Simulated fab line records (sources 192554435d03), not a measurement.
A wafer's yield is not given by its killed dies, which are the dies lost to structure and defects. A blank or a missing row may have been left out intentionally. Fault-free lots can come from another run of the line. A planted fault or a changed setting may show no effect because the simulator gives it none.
Matching of chambers ; flow n5_finfet ; 4 sister chambers for N5_GATE_CUT_SAC_CAP_01 on ald_sin-01
The step material SiNx, target thk 24 nm, pulse time 1 s, ald cycles 480. 8 wafers are shown with their chamber, then 12 later ones without.

EACH WAFER AND ITS CHAMBER
wafer;chamber;heater_power_w (W);precursor_pulse_height_rel
L089.5;1;833;1.000
L089.6;0;860;0.996
L090.3;1;841;1.011
L090.5;2;926;1.001
L090.6;3;925;1.005
L093.1;0;873;1.010
L093.2;3;931;1.008
L093.3;2;941;1.012

WAFERS WITHOUT THEIR CHAMBER
wafer;heater_power_w (W);precursor_pulse_height_rel
L093.4;839;0.995
L093.5;934;0.999
L093.6;941;0.997
L095.1;830;1.022
L095.5;943;0.960
L095.6;826;1.008
L096.1;837;0.981
L096.2;916;0.989
L096.6;820;1.023
L097.1;875;0.999
L097.3;848;1.011
L097.5;931;1.004

WHICH CHAMBER EACH ONE RAN IN
wafer;from the rows above;in truth
L093.4;1;1
L093.5;can't be placed: 2 or 3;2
L093.6;can't be placed: 2 or 3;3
L095.1;1;1
L095.5;can't be placed: 2 or 3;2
L095.6;1;1
L096.1;can't be placed: 1 or 0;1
L096.2;can't be placed: 3 or 2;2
L096.6;1;1
L097.1;0;0
L097.3;can't be placed: 1 or 0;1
L097.5;can't be placed: 2 or 3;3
Correctly placed: 5 of 12. Not placeable from these rows: 7 (in 7, the candidates include the true chamber). 0 placed wrongly.
How it was worked out, from the rows above alone: a wafer's distance from a chamber is the root of the sum, over the readings, of the square of ((its reading less the chamber's mean) divided by the reading's scatter). The wafer belongs to the nearest chamber; if the next one is less than 2 further off, it can't be placed. The mean given for a chamber averages the wafers shown for that chamber. The scatter is the square root of a quotient: the sum, over the shown wafers, of each reading's squared deviation from its chamber's mean, divided by wafers minus chambers.
